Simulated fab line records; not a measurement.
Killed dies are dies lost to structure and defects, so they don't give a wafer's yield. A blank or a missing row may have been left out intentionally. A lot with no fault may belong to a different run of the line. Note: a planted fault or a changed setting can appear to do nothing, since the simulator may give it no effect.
A lot that was struck, set against a sound lot | flow n5-finfet | 14 out of 1938 route steps
Sound: these wafers, L903.1, L903.2, L903.3. Struck: wafer L899.1 (left out: L899.5, a lot-mate that was not struck); the cause follows at the end.
At each step with rows: each side's tool, then ch and its chambers, then its first start. Under that, the readings that differ: sound wafers | struck wafers | difference of the means | sigmas: that difference in standard deviations of wafers without a fault.
alike: readings whose means differ by less than 2 such deviations, and words and numbers that are the same on both sides. not compared: withheld readings, readings that some wafer has no value for, bounds like >300 that may hide the same value, and numbers for which the record gives no deviation and whose values overlap.
A row with sigmas, a row that says differs or no value, or rows on one side alone: a step with any of these is where the two part. Non-overlapping numbers with no deviation appear without sigmas and do not part them. A reading missing from all wafers of one side parts the sides only when that side holds two or more wafers.

N5_BEOL_M4_ANNEAL_87: time 240 s.
  sound on pvd-sputter-02 at day 13 22:45; struck on pvd-sputter-03 at day 12 18:11
  alike: heater-power-w
N5_BEOL_M4_SPUTTER_88: material Cu, target thk 4.5 nm, time 8.29 s.
  sound on pvd-sputter-02 at day 13 22:53; struck on pvd-sputter-03 at day 12 18:20
  alike: throttle-valve-pct
then, 1 step without rows for these wafers: N5_BEOL_M4_ANNEAL_89 (time 240 s).
N5_BEOL_M4_SPUTTER_90: material Cu, target thk 4.5 nm, time 8.29 s.
  sound on pvd-sputter-02 at day 13 23:07; struck on pvd-sputter-03 at day 12 18:33
  alike: throttle-valve-pct
then, 3 steps without rows for these wafers: N5_BEOL_M4_ANNEAL_91 (time 240 s); N5_BEOL_M4_SPUTTER_92 (material Cu, target thk 4.5 nm, time 8.29 s); N5_BEOL_M4_ANNEAL_93 (time 240 s).
N5_BEOL_M4_SPUTTER_94: material Cu, target thk 4.5 nm, time 8.29 s.
  sound on pvd-sputter-02 at day 13 23:33; struck on pvd-sputter-03 at day 12 18:59
  alike: throttle-valve-pct
then, 3 steps without rows for these wafers: N5_BEOL_M4_ANNEAL_95 (time 240 s); N5_BEOL_M4_SPUTTER_96 (material Cu, target thk 4.5 nm, time 8.29 s); N5_BEOL_M4_ECD_50 (material Cu, target thk 300 nm).
N5_BEOL_M4_ANNEAL_51: time 90 s.
  sound on rtp-anneal-02 ch 0, day 13 23:58; struck on rtp-anneal-02 ch 0, day 12 19:25
  alike: wafer_temp_C_max
N5_BEOL_M4_CMP_52: polishes, stops on SiOC, t overpolish 6.8 s, target thk 40 nm.
  sound on cmp-03 ch 0,1,2, day 14 00:16; struck on cmp-04 ch 0, day 12 19:47
  reading                                      | sound             | struck | difference | sigmas
  barrier-field-endpoint-s (s)                 | 25.5 24.3 25.7    | 13.3   | -11.9      | -19
  edge-zone-pressure-frac                      | 0.998 0.998 0.984 | 1.004  | +0.011     | +2
  time-to-endpoint-s (s)                       | 66.5 58.0 63.7    | 30.8   | -31.9      | -11
  model.Cu_of_BEOL_M4_ECD_50.thk-nm (nm)       | 38.4 38.2 41.2    | 36.2   | -3.1       |
  model.SiOC_of_BEOL_M4_ILD_DEP_00.thk-nm (nm) | 75.6 76 74.8      | 73.6   | -1.9       |
  alike: clearing-platen-down-force-psi, motor-current-A, overpolish-run-s
-- the record jumps here: 5 days lie between the struck wafers' starts before and after (it left off in module BEOL_M4 and takes up again in module PASSIVATION, whose first step shown is number 1936 of the route) --
N5_PASSIVATION_PROBE_49:
  sound on prober-01 at day 18 21:03; struck on prober-01 at day 17 16:04
  reading                  | sound          | struck | difference | sigmas
  defect-limited-yield (%) | 93.4 91.8 93.6 | 88.8   | -4.1       | -3
  killed-at-front-end      | 18 27 17       | 62     | +41        | +3
  killed-dies              | 78 97 75       | 132    | +49        | +3
  killed-open              | 55 63 43       | 82     | +28        | +2
  killed-short             | 23 33 31       | 45     | +16        | +2
  sort_bin_5_function (%)  | 4.0 4.6 3.2    | 6.5    | +2.6       | +3
  sort_bin_6_memory (%)    | 2.4 3.1 3.1    | 4.3    | +1.4       | +2
  sort-n-pass              | 1102 1083 1105 | 1048   | -49        | -3
  sort-yield-pct (%)       | 93.4 91.8 93.6 | 88.8   | -4.1       | -3
  alike: killed_at_M0_to_M3, killed_at_M4_up, killed-at-contacts, killed-at-other

## WHERE THEY PART
At N5_BEOL_M4_CMP_52 first; at N5_PASSIVATION_PROBE_49 last (within this record only).

WHY: whatever the simulator had introduced
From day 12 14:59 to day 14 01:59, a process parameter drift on cmp-04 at N5_BEOL_M4_CMP_52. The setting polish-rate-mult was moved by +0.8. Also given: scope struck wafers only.
